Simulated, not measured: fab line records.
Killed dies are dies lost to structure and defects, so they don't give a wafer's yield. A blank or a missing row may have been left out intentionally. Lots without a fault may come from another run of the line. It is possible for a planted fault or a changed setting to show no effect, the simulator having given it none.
Split-lot experiment	flow n5Finfet	on a route of 1938 steps: 7 lots, 21 wafers read

## THE SPLIT
At N5_BEOL_M8_DESCUM_33 (chemistry O2, time 7 s), the setting timeS was moved away from the recipe's 7 s on 6 of the 21 wafers read, by -18.5% to +13.5%. All remaining wafers had this setting at the recipe value.

## FROM SPLIT TO READING: 1 step shown by the file between the two
- N5_BEOL_M8_ETCH_72: etches underlayer in N2/H2, target depth 6.5 nm, time 5.2 s

## THE READING
CAR-EUV_of_BEOL_M8_COAT_22.thkNm (the simulator's own value, which no gauge read), in nm, at N5_BEOL_M8_ETCH_65 (etches SiARC in CF4, target depth 15.6 nm, time 26 s). The file gives no usual value for it. Across the 15 wafers here that went through the recipe, the average is 11.2 nm and the standard deviation 0.13 nm.

wafer	tool, chamber at the split	timeS as run, s	against the recipe	CAR-EUV_of_BEOL_M8_COAT_22.thkNm, nm	against lot-mates on the recipe
L081.1	rieDiel-03, 3,2	7.698	+10.0%	10.8	-0.4
L081.2	rieDiel-03, 3,2	7.698	+10.0%	10.8	-0.4
L081.3	rieDiel-03, 1	7	recipe	11.2	-
L082.2	rieDiel-03, 2,1	7	recipe	11.2	-
L082.4	rieDiel-03, 0	7	recipe	11.2	-
L082.6	rieDiel-03, 2,1	7	recipe	11.2	-
L084.2	rieDiel-04, 0,2	7	recipe	11	-
L084.3	rieDiel-04, 0,2	7	recipe	11	-
L084.6	rieDiel-04, 0	5.707	-18.5%	11.6	+0.6
L087.1	rieDiel-03, 3	7	recipe	11.2	-
L087.2	rieDiel-03, 1,2	7	recipe	11.2	-
L087.3	rieDiel-03, 1,2	7	recipe	11.2	-
L090.2	rieDiel-03, 0	7	recipe	11.2	-
L090.3	rieDiel-03, 1	7.947	+13.5%	10.8	-0.3
L090.5	rieDiel-03, 1	7	recipe	11	-
L091.2	rieDiel-04, 3	7	recipe	11.4	-
L091.3	rieDiel-04, 2	7.781	+11.2%	11	-0.4
L091.6	rieDiel-04, 3	7.781	+11.2%	10.8	-0.6
L092.2	rieDiel-03, 2,1,0	7	recipe	11.4	-
L092.6	rieDiel-03, 2,1,0	7	recipe	11.4	-
L092.4	rieDiel-03, 2,1,0	7	recipe	11.2	-
Where a row lists several chambers, the file gives one row for several wafers and doesn't say which wafer went through which chamber.

FIT RESULTS
A straight line over all 21 wafers: CAR-EUV_of_BEOL_M8_COAT_22.thkNm changes by -0.0276 nm for each +1% of timeS; r = -0.84; the points scatter about the line by 0.13 nm.
The same after taking each lot's own level away (the mean of its wafers on the recipe; 21 wafers): -0.0349 nm for each +1%; r = -0.95; scatter 0.082 nm.
The reading moves by 0.64 nm for the largest change in timeS, on that fit.
Measured against the standard deviation above, the lots' own levels, which go from 11.00 to 11.40 nm, span 3.2 times it.
So the slope is not independent of the lot-to-lot level: the two fits are not the same.
Check: for one of the wafers moved furthest among these (-18.5%), held out of the fit, the line's prediction against its lot-mates is +0.671 nm. It came out at +0.6 nm against them.

## OTHER SPLITS APPLIED TO THESE WAFERS
These wafers also went through other splits before the reading. Each is held against what the fit with the lots' levels taken away leaves over:
other split on the same wafers	wafers away from the commonest value	r with CAR-EUV_of_BEOL_M8_COAT_22.thkNm (lot level and that fit taken away)
N5_BEOL_M7_DESCUM_33 timeS	4	+0.13
N5_BEOL_M7_TRENCH_ETCH_37 timeS	5	+0.09

## THE WHOLE CHAIN: every reading that the file lists as answering this split, in the file's order
step	what it does	reading	change (the file's fit)	r (the file's)
N5_BEOL_M8_DESCUM_33	chemistry O2, time 7 s	CAR-EUV_of_BEOL_M8_COAT_22.thkNm (the simulator's own value, which no gauge read)	-0.0322 nm for each +1% of the setting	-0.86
N5_BEOL_M8_ETCH_72	etches underlayer in N2/H2, target depth 6.5 nm, time 5.2 s	CAR-EUV_of_BEOL_M8_COAT_22.thkNm (the simulator's own value, which no gauge read)	-0.0365 nm for each +1% of the setting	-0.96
N5_BEOL_M8_ETCH_65	etches SiARC in CF4, target depth 15.6 nm, time 26 s	CAR-EUV_of_BEOL_M8_COAT_22.thkNm (the simulator's own value, which no gauge read)	-0.033 nm for each +1% of the setting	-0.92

## FILE'S OWN FIT
CAR-EUV_of_BEOL_M8_COAT_22.thkNm changes by -0.033 nm for each +1% of timeS, r = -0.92.
